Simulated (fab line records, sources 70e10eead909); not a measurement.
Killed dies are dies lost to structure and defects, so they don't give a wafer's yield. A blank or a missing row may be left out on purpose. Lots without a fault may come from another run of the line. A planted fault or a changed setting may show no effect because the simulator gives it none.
Which tool did it? | flow nand_harc | 23 lots, 69 wafers sampled, at 6 steps of a route of 1159

WHAT THE GAUGES READ, wafer by wafer
The record holds no reading of a measuring or inspecting step that can be judged against a usual standard deviation.

WHICH TOOL RAN EACH LOT (tool, then ch and the chambers of the sampled wafers, then the start)
lot  | NHARC_A_CHANNEL_FILL_D1_ALD_14   | NHARC_A_CHANNEL_FILL_D1_ETCHBACK_19 | NHARC_A_CHANNEL_FILL_D1_ETCHBACK_08           | NHARC_A_STAIRCASE_TRIM_20          | NHARC_A_STAIRCASE_TRIM_22      | NHARC_A_STAIRCASE_TRIM_24
L074 | ald_hk-03 ch 1,3, day 8 21:32    | rie_si-01 ch 0,2, day 9 16:34       | rie_diel-03 ch 0,2,3, day 10 20:49 or earlier | rie_diel-11 ch 0,2, day 10 20:49   | rie_diel-11 ch 1,2, no start   | rie_diel-11 ch 0,3, no start
L076 | ald_hk-02 ch 0,1,2, day 9 04:05  | rie_si-04 ch 0,3, day 9 20:47       | rie_diel-08 ch 0,1,3, day 11 01:18 or earlier | rie_diel-11 ch 0,2,3, day 11 01:18 | rie_diel-11 ch 0,2,3, no start | rie_diel-11 ch 2,3, no start
L078 | ald_hk-03 ch 2,3, day 9 10:55    | rie_si-04 ch 1,2, day 10 03:41      | rie_diel-03 ch 0,3, day 11 09:03 or earlier   | rie_diel-11 ch 0,1, day 11 09:03   | rie_diel-11 ch 0,1, no start   | rie_diel-11 ch 2,3, no start
L077 | ald_hk-02 ch 1,2, day 9 10:57    | rie_si-01 ch 0,1,3, day 10 03:41    | rie_diel-08 ch 1,2,3, day 11 08:53 or earlier | rie_diel-01 ch 0,1,2, day 11 08:53 | rie_diel-01 ch 0,2, no start   | rie_diel-01 ch 0,1, no start
L079 | ald_hk-01 ch 1,2, day 10 08:07   | rie_si-01 ch 2,3, day 11 00:52      | rie_diel-08 ch 0,2,3, day 12 04:44 or earlier | rie_diel-01 ch 1,3, day 12 04:44   | rie_diel-01 ch 1,3, no start   | rie_diel-01 ch 0,1, no start
L080 | ald_hk-02 ch 0,1,2, day 10 08:08 | rie_si-04 ch 2,3, day 11 00:53      | rie_diel-03 ch 1,3, day 12 05:11 or earlier   | rie_diel-11 ch 2,3, day 12 05:11   | rie_diel-11 ch 0,3, no start   | rie_diel-11 ch 0,1, no start
L082 | ald_hk-02 ch 1,2,3, day 10 19:28 | rie_si-04 ch 0,2,3, day 11 12:37    | rie_diel-03 ch 0,3, day 12 17:40 or earlier   | rie_diel-06 ch 0,1, day 12 17:40   | rie_diel-06 ch 1,2,3, no start | rie_diel-06 ch 0,1, no start
L083 | ald_hk-02 ch 0,1,3, day 10 19:41 | rie_si-06 ch 1,2,3, day 11 12:37    | rie_diel-08 ch 1,2, day 12 17:11 or earlier   | rie_diel-11 ch 2,3, day 12 17:11   | rie_diel-11 ch 0,3, no start   | rie_diel-11 ch 1,3, no start
L081 | ald_hk-02 ch 0,2, day 10 22:58   | rie_si-06 ch 1,2,3, day 11 15:56    | rie_diel-03 ch 1,2,3, day 12 23:31 or earlier | rie_diel-11 ch 0,1,2, day 12 23:31 | rie_diel-11 ch 1,2,3, no start | rie_diel-11 ch 0,1,2, no start
L085 | ald_hk-01 ch 0,1,2, day 11 11:44 | rie_si-01 ch 0,1,3, day 12 05:26    | rie_diel-08 ch 0,1,3, day 13 13:42 or earlier | rie_diel-11 ch 0,2,3, day 13 13:42 | rie_diel-11 ch 0,1,3, no start | rie_diel-11 ch 0,1,3, no start
L084 | ald_hk-02 ch 0,1, day 11 11:46   | rie_si-06 ch 0,1, day 12 05:26      | rie_diel-08 ch 0,3, day 13 09:25 or earlier   | rie_diel-06 ch 0,1,2, day 13 09:25 | rie_diel-06 ch 0,1,2, no start | rie_diel-06 ch 1,2, no start
L086 | ald_hk-03 ch 0,1, day 12 01:10   | rie_si-01 ch 0,3, day 12 19:22      | rie_diel-07 ch 0,2, day 14 00:36 or earlier   | rie_diel-06 ch 2,3, day 14 00:36   | rie_diel-06 ch 0,1, no start   | rie_diel-06 ch 0,3, no start
L087 | ald_hk-03 ch 0,1,2, day 12 01:25 | rie_si-06 ch 0,2,3, day 12 19:23    | rie_diel-03 ch 0,2,3, day 14 01:05 or earlier | rie_diel-01 ch 1,2,3, day 14 01:05 | rie_diel-01 ch 1,2,3, no start | rie_diel-01 ch 1,2,3, no start
L089 | ald_hk-02 ch 0,1,3, day 12 17:14 | rie_si-04 ch 0,1,2, day 13 10:03    | rie_diel-08 ch 1,2,3, day 14 15:26 or earlier | rie_diel-06 ch 0,2, day 14 15:26   | rie_diel-06 ch 0,2,3, no start | rie_diel-06 ch 1,2, no start
L088 | ald_hk-01 ch 0,1, day 12 17:14   | rie_si-06 ch 2,3, day 13 10:02      | rie_diel-03 ch 1,2, day 14 14:55 or earlier   | rie_diel-11 ch 0,1,3, day 14 14:55 | rie_diel-11 ch 1,2,3, no start | rie_diel-11 ch 0,1, no start
L090 | ald_hk-01 ch 0,1,3, day 12 20:35 | rie_si-01 ch 0,1,3, day 13 15:16    | rie_diel-08 ch 0,2,3, day 14 21:05 or earlier | rie_diel-01 ch 2,3, day 14 21:05   | rie_diel-01 ch 1,2, no start   | rie_diel-01 ch 1,2, no start
L092 | ald_hk-01 ch 0,1,3, day 12 20:49 | rie_si-04 ch 0,1,2, day 13 15:16    | rie_diel-08 ch 1,2,3, day 14 20:37 or earlier | rie_diel-11 ch 0,1,3, day 14 20:37 | rie_diel-11 ch 1,2,3, no start | rie_diel-11 ch 0,2,3, no start
L091 | ald_hk-01 ch 0,1,3, day 13 00:45 | rie_si-06 ch 1,3, day 13 15:17      | rie_diel-03 ch 1,2, day 14 19:25 or earlier   | rie_diel-06 ch 0,3, day 14 19:25   | rie_diel-06 ch 0,3, no start   | rie_diel-06 ch 0,2, no start
L093 | ald_hk-02 ch 0,1,2, day 13 07:57 | rie_si-04 ch 1,2,3, day 14 00:59    | rie_diel-08 ch 0,1,2, day 15 05:30 or earlier | rie_diel-01 ch 0,1,2, day 15 05:30 | rie_diel-01 ch 1,2,3, no start | rie_diel-01 ch 0,1,2, no start
L094 | ald_hk-03 ch 0,1, day 13 17:27   | rie_si-04 ch 0,2,3, day 14 12:01    | rie_diel-08 ch 0,1,3, day 15 18:55 or earlier | rie_diel-01 ch 1,2,3, day 15 18:55 | rie_diel-01 ch 1,2,3, no start | rie_diel-01 ch 0,3, no start
L095 | ald_hk-03 ch 0,1, day 14 06:47   | rie_si-06 ch 0,1,3, day 15 00:05    | rie_diel-03 ch 0,1,3, day 16 04:28 or earlier | rie_diel-11 ch 0,1,2, day 16 04:28 | rie_diel-11 ch 1,2, no start   | rie_diel-11 ch 0,2,3, no start
L097 | ald_hk-03 ch 0,1,2, day 14 07:01 | rie_si-01 ch 0,1,3, day 15 00:05    | rie_diel-03 ch 0,2,3, day 16 04:48 or earlier | rie_diel-01 ch 0,1,2, day 16 04:48 | rie_diel-01 ch 0,1,2, no start | rie_diel-01 ch 0,1,3, no start
L096 | ald_hk-03 ch 0,1,3, day 14 10:05 | rie_si-06 ch 0,3, day 15 02:53      | rie_diel-08 ch 1,2,3, day 16 04:22 or earlier | rie_diel-01 ch 1,3, day 16 04:22   | rie_diel-01 ch 0,1,2, no start | rie_diel-01 ch 2,3, no start
- NHARC_A_CHANNEL_FILL_D1_ALD_14: deposits SiO2, target thk 2.5 nm, pulse time 10 s, ald cycles 25.
- NHARC_A_CHANNEL_FILL_D1_ETCHBACK_19: etches the open film in HBr/Cl2, target depth 5 nm, time 1.7 s.
- NHARC_A_CHANNEL_FILL_D1_ETCHBACK_08: etches the open film in C4F8, target depth 220 nm, time 110 s.
- NHARC_A_STAIRCASE_TRIM_20: chemistry O2, time 211.2 s.
- NHARC_A_STAIRCASE_TRIM_22: chemistry O2, time 211.2 s.
- NHARC_A_STAIRCASE_TRIM_24: chemistry O2, time 211.2 s.

WHAT THE TOOLS THEMSELVES READ (means of the sampled wafers that have a number; where no wafer has one, the mark that the record gives instead)
NHARC_A_CHANNEL_FILL_D1_ALD_14. Usual: heater_power_outer_w 242 W, standard deviation 15; heater_power_w 429 W, standard deviation 29; precursor_pulse_height_rel 1.001, standard deviation 0.02.
lot  | tool      | heater_power_outer_w (W) | heater_power_w (W) | precursor_pulse_height_rel | flag
L074 | ald_hk-03 | 234                      | 397                | 1.030                      |
L076 | ald_hk-02 | 244                      | 431                | 0.992                      |
L078 | ald_hk-03 | 249                      | 448                | 0.997                      |
L077 | ald_hk-02 | 249                      | 440                | 1.016                      |
L079 | ald_hk-01 | 247                      | 454                | 0.989                      |
L080 | ald_hk-02 | 249                      | 433                | 0.977                      |
L082 | ald_hk-02 | 249                      | 441                | 0.990                      |
L083 | ald_hk-02 | 238                      | 428                | 1.006                      |
L081 | ald_hk-02 | 245                      | 420                | 1.012                      |
L085 | ald_hk-01 | 239                      | 421                | 1.018                      |
L084 | ald_hk-02 | 241                      | 422                | 0.994                      |
L086 | ald_hk-03 | 241                      | 405                | 1.013                      |
L087 | ald_hk-03 | 241                      | 427                | 1.010                      |
L089 | ald_hk-02 | 245                      | 434                | 1.004                      |
L088 | ald_hk-01 | 255                      | 435                | 1.018                      |
L090 | ald_hk-01 | 243                      | 433                | 0.994                      |
L092 | ald_hk-01 | 244                      | 433                | 1.001                      |
L091 | ald_hk-01 | 243                      | 429                | 0.998                      |
L093 | ald_hk-02 | 242                      | 428                | 1.003                      |
L094 | ald_hk-03 | 241                      | 406                | 0.982                      |
L095 | ald_hk-03 | 239                      | 435                | 0.997                      |
L097 | ald_hk-03 | 248                      | 431                | 0.997                      |
L096 | ald_hk-03 | 239                      | 426                | 0.991                      |

NHARC_A_CHANNEL_FILL_D1_ETCHBACK_19. Usual: drypump_motor_current_A 5.9 A, standard deviation 0.55; oes_product_au 0.996 a.u., standard deviation 0.0081; throttle_valve_pct 26.406 %, standard deviation 0.0086.
lot  | tool      | drypump_motor_current_A (A) | oes_product_au (a.u.) | throttle_valve_pct (%) | flag
L074 | rie_si-01 | 6.0                         | 0.994                 | 26.405                 |
L076 | rie_si-04 | 6.0                         | 0.996                 | 26.402                 |
L078 | rie_si-04 | 5.1                         | 0.988                 | 26.406                 |
L077 | rie_si-01 | 5.8                         | 0.996                 | 26.394                 |
L079 | rie_si-01 | 5.5                         | 1.001                 | 26.415                 |
L080 | rie_si-04 | 5.2                         | 1.003                 | 26.404                 |
L082 | rie_si-04 | 5.6                         | 0.991                 | 26.400                 |
L083 | rie_si-06 | 6.2                         | 0.990                 | 26.398                 |
L081 | rie_si-06 | 6.2                         | 0.996                 | 26.406                 |
L085 | rie_si-01 | 5.8                         | 0.997                 | 26.402                 |
L084 | rie_si-06 | 5.8                         | 0.996                 | 26.403                 |
L086 | rie_si-01 | 5.8                         | 0.996                 | 26.410                 |
L087 | rie_si-06 | 6.3                         | 0.991                 | 26.408                 |
L089 | rie_si-04 | 5.5                         | 0.997                 | 26.409                 |
L088 | rie_si-06 | 6.6                         | 0.998                 | 26.399                 |
L090 | rie_si-01 | 5.8                         | 0.999                 | 26.401                 |
L092 | rie_si-04 | 5.5                         | 1.015                 | 26.405                 |
L091 | rie_si-06 | 6.0                         | 0.996                 | 26.396                 |
L093 | rie_si-04 | 5.4                         | 1.006                 | 26.418                 |
L094 | rie_si-04 | 5.6                         | 1.004                 | 26.413                 |
L095 | rie_si-06 | 6.1                         | 0.993                 | 26.414                 |
L097 | rie_si-01 | 5.8                         | 0.996                 | 26.404                 |
L096 | rie_si-06 | 6.5                         | 0.994                 | 26.409                 |

NHARC_A_CHANNEL_FILL_D1_ETCHBACK_08. Usual: oes_product_au 0.96 a.u., standard deviation 0.039; rf_vpp_V 442.7 V, standard deviation 1.6.
lot  | tool        | oes_product_au (a.u.) | rf_vpp_V (V) | flag
L074 | rie_diel-03 | 1.00                  | 442.3        |
L076 | rie_diel-08 | 1.00                  | 442.7        |
L078 | rie_diel-03 | 1.00                  | 441.5        |
L077 | rie_diel-08 | 0.92                  | 441.6        |
L079 | rie_diel-08 | 0.92                  | 442.1        |
L080 | rie_diel-03 | 1.00                  | 441.7        |
L082 | rie_diel-03 | 1.00                  | 443.4        |
L083 | rie_diel-08 | 0.92                  | 442.6        |
L081 | rie_diel-03 | 0.92                  | 442.9        |
L085 | rie_diel-08 | 0.92                  | 443.2        |
L084 | rie_diel-08 | 0.92                  | 443.2        |
L086 | rie_diel-07 | 1.00                  | 439.0        |
L087 | rie_diel-03 | 0.92                  | 442.7        |
L089 | rie_diel-08 | 1.00                  | 441.5        |
L088 | rie_diel-03 | 0.99                  | 444.2        |
L090 | rie_diel-08 | 1.00                  | 442.5        |
L092 | rie_diel-08 | 1.00                  | 442.6        |
L091 | rie_diel-03 | 0.92                  | 444.3        |
L093 | rie_diel-08 | 1.00                  | 442.5        |
L094 | rie_diel-08 | 0.97                  | 443.3        |
L095 | rie_diel-03 | 0.92                  | 443.5        |
L097 | rie_diel-03 | 0.92                  | 442.9        |
L096 | rie_diel-08 | 0.93                  | 441.6        |

NHARC_A_STAIRCASE_TRIM_20. Usual: drypump_motor_current_A 5.8 A, standard deviation 0.37; oes_product_au 1.001 a.u., standard deviation 0.0069; rf_vpp_V 57.9 V, standard deviation 0.87; showerhead_plenum_p_Torr 3.56 Torr, standard deviation 0.16; throttle_valve_pct 17.037 %, standard deviation 0.0089.
lot  | tool        | drypump_motor_current_A (A) | oes_product_au (a.u.) | rf_vpp_V (V) | showerhead_plenum_p_Torr (Torr) | throttle_valve_pct (%) | flag
L074 | rie_diel-11 | 5.5                         | 1.007                 | 58.5         | 3.73                            | 17.032                 |
L076 | rie_diel-11 | 5.6                         | 1.006                 | 57.7         | 3.62                            | 17.033                 |
L078 | rie_diel-11 | 5.8                         | 1.003                 | 58.3         | 3.67                            | 17.039                 |
L077 | rie_diel-01 | 6.0                         | 0.999                 | 57.4         | 3.46                            | 17.046                 |
L079 | rie_diel-01 | 5.9                         | 0.999                 | 58.0         | 3.43                            | 17.035                 |
L080 | rie_diel-11 | 5.7                         | 1.003                 | 57.7         | 3.50                            | 17.039                 |
L082 | rie_diel-06 | 5.8                         | 1.002                 | 58.0         | 3.63                            | 17.048                 |
L083 | rie_diel-11 | 5.6                         | 1.003                 | 57.6         | 3.64                            | 17.045                 |
L081 | rie_diel-11 | 5.8                         | 1.004                 | 58.6         | 3.69                            | 17.034                 |
L085 | rie_diel-11 | 5.6                         | 1.004                 | 58.3         | 3.61                            | 17.035                 |
L084 | rie_diel-06 | 5.7                         | 1.006                 | 57.7         | 3.55                            | 17.040                 |
L086 | rie_diel-06 | 5.3                         | 1.001                 | 58.2         | 3.55                            | 17.035                 |
L087 | rie_diel-01 | 5.8                         | 1.001                 | 57.7         | 3.39                            | 17.041                 |
L089 | rie_diel-06 | 5.6                         | 0.995                 | 57.2         | 3.47                            | 17.032                 |
L088 | rie_diel-11 | 5.9                         | 0.988                 | 57.8         | 3.53                            | 17.038                 |
L090 | rie_diel-01 | 5.8                         | 1.007                 | 58.0         | 3.46                            | 17.035                 |
L092 | rie_diel-11 | 5.9                         | 0.993                 | 57.7         | 3.53                            | 17.041                 |
L091 | rie_diel-06 | 6.0                         | 1.001                 | 58.4         | 3.53                            | 17.032                 |
L093 | rie_diel-01 | 6.0                         | 1.005                 | 57.5         | 3.61                            | 17.024                 |
L094 | rie_diel-01 | 5.8                         | 1.004                 | 58.0         | 3.56                            | 17.031                 |
L095 | rie_diel-11 | 5.8                         | 0.997                 | 58.2         | 3.67                            | 17.034                 |
L097 | rie_diel-01 | 6.0                         | 1.001                 | 58.3         | 3.61                            | 17.039                 |
L096 | rie_diel-01 | 5.8                         | 1.000                 | 58.4         | 3.59                            | 17.041                 |

NHARC_A_STAIRCASE_TRIM_22. Usual: drypump_motor_current_A 5.8 A, standard deviation 0.37; oes_product_au 1.001 a.u., standard deviation 0.0071; rf_vpp_V 57.9 V, standard deviation 0.9; showerhead_plenum_p_Torr 3.57 Torr, standard deviation 0.16; throttle_valve_pct 17.037 %, standard deviation 0.0091.
lot  | tool        | drypump_motor_current_A (A) | oes_product_au (a.u.) | rf_vpp_V (V) | showerhead_plenum_p_Torr (Torr) | throttle_valve_pct (%) | flag
L074 | rie_diel-11 | 5.8                         | 0.997                 | 57.8         | 3.73                            | 17.034                 |
L076 | rie_diel-11 | 5.6                         | 1.008                 | 57.5         | 3.62                            | 17.039                 |
L078 | rie_diel-11 | 5.8                         | 1.000                 | 58.1         | 3.67                            | 17.034                 |
L077 | rie_diel-01 | 6.2                         | 0.998                 | 58.7         | 3.57                            | 17.024                 |
L079 | rie_diel-01 | 5.9                         | 0.999                 | 57.5         | 3.43                            | 17.033                 |
L080 | rie_diel-11 | 5.7                         | 0.997                 | 57.8         | 3.46                            | 17.023                 |
L082 | rie_diel-06 | 5.3                         | 1.000                 | 57.2         | 3.63                            | 17.037                 |
L083 | rie_diel-11 | 5.7                         | 1.007                 | 58.3         | 3.46                            | 17.036                 |
L081 | rie_diel-11 | 5.9                         | 1.000                 | 58.0         | 3.58                            | 17.044                 |
L085 | rie_diel-11 | 5.9                         | 0.999                 | 57.5         | 3.54                            | 17.043                 |
L084 | rie_diel-06 | 5.7                         | 0.995                 | 58.0         | 3.55                            | 17.040                 |
L086 | rie_diel-06 | 5.7                         | 0.997                 | 57.8         | 3.62                            | 17.038                 |
L087 | rie_diel-01 | 5.8                         | 1.006                 | 57.7         | 3.39                            | 17.040                 |
L089 | rie_diel-06 | 5.6                         | 0.997                 | 57.5         | 3.54                            | 17.036                 |
L088 | rie_diel-11 | 5.9                         | 1.003                 | 58.4         | 3.57                            | 17.040                 |
L090 | rie_diel-01 | 5.8                         | 1.008                 | 57.7         | 3.54                            | 17.036                 |
L092 | rie_diel-11 | 5.9                         | 0.996                 | 58.4         | 3.57                            | 17.038                 |
L091 | rie_diel-06 | 6.0                         | 1.003                 | 58.6         | 3.53                            | 17.044                 |
L093 | rie_diel-01 | 5.8                         | 0.993                 | 57.9         | 3.56                            | 17.041                 |
L094 | rie_diel-01 | 5.8                         | 1.001                 | 58.2         | 3.56                            | 17.035                 |
L095 | rie_diel-11 | 6.1                         | 1.008                 | 57.3         | 3.64                            | 17.035                 |
L097 | rie_diel-01 | 6.0                         | 1.004                 | 57.4         | 3.61                            | 17.031                 |
L096 | rie_diel-01 | 6.0                         | 1.002                 | 58.0         | 3.61                            | 17.031                 |

NHARC_A_STAIRCASE_TRIM_24. Usual: drypump_motor_current_A 5.8 A, standard deviation 0.36; oes_product_au 1.000 a.u., standard deviation 0.0077; rf_vpp_V 57.8 V, standard deviation 0.83; showerhead_plenum_p_Torr 3.56 Torr, standard deviation 0.16; throttle_valve_pct 17.036 %, standard deviation 0.0087.
lot  | tool        | drypump_motor_current_A (A) | oes_product_au (a.u.) | rf_vpp_V (V) | showerhead_plenum_p_Torr (Torr) | throttle_valve_pct (%) | flag
L074 | rie_diel-11 | 5.7                         | 1.009                 | 58.0         | 3.47                            | 17.036                 |
L076 | rie_diel-11 | 5.6                         | 1.002                 | 58.1         | 3.65                            | 17.043                 |
L078 | rie_diel-11 | 5.6                         | 1.002                 | 57.3         | 3.65                            | 17.025                 |
L077 | rie_diel-01 | 6.1                         | 1.001                 | 57.8         | 3.43                            | 17.035                 |
L079 | rie_diel-01 | 6.1                         | 0.995                 | 57.3         | 3.42                            | 17.031                 |
L080 | rie_diel-11 | 5.8                         | 1.001                 | 58.3         | 3.66                            | 17.040                 |
L082 | rie_diel-06 | 5.7                         | 0.994                 | 58.2         | 3.63                            | 17.036                 |
L083 | rie_diel-11 | 6.2                         | 0.994                 | 57.8         | 3.51                            | 17.023                 |
L081 | rie_diel-11 | 5.8                         | 1.007                 | 58.3         | 3.69                            | 17.039                 |
L085 | rie_diel-11 | 5.9                         | 0.996                 | 57.8         | 3.54                            | 17.033                 |
L084 | rie_diel-06 | 5.4                         | 1.006                 | 57.7         | 3.64                            | 17.045                 |
L086 | rie_diel-06 | 6.0                         | 1.004                 | 58.3         | 3.53                            | 17.026                 |
L087 | rie_diel-01 | 5.8                         | 0.998                 | 58.3         | 3.39                            | 17.037                 |
L089 | rie_diel-06 | 5.3                         | 0.997                 | 57.5         | 3.56                            | 17.034                 |
L088 | rie_diel-11 | 5.8                         | 0.995                 | 57.6         | 3.65                            | 17.035                 |
L090 | rie_diel-01 | 5.9                         | 1.000                 | 57.6         | 3.67                            | 17.047                 |
L092 | rie_diel-11 | 5.6                         | 1.000                 | 58.0         | 3.60                            | 17.037                 |
L091 | rie_diel-06 | 6.0                         | 0.987                 | 57.2         | 3.46                            | 17.032                 |
L093 | rie_diel-01 | 6.0                         | 0.994                 | 57.7         | 3.61                            | 17.037                 |
L094 | rie_diel-01 | 6.2                         | 1.002                 | 59.1         | 3.59                            | 17.039                 |
L095 | rie_diel-11 | 5.6                         | 1.001                 | 57.9         | 3.59                            | 17.044                 |
L097 | rie_diel-01 | 6.1                         | 0.998                 | 57.8         | 3.64                            | 17.030                 |
L096 | rie_diel-01 | 5.7                         | 1.011                 | 57.7         | 3.42                            | 17.038                 |

THE ANSWER, worked out from the rows above alone
Rule: a lot is off if the mean of its wafers that have a number lies more than 3 standard deviations from the usual mean. A lot without any number at a reading at which 4 lots or more have one is off too. The other lots that the step has rows for count as sound. The gauges are gone through in route order, then the tools' own readings, and for those a lot's mean is taken as printed above. The first step at which some lot is off is used, and at that step the reading that is off furthest; a lot without a number counts as furthest.
No lot is off at any reading shown: from this, nothing can be told.

WHAT THE SIMULATOR HAD PUT IN
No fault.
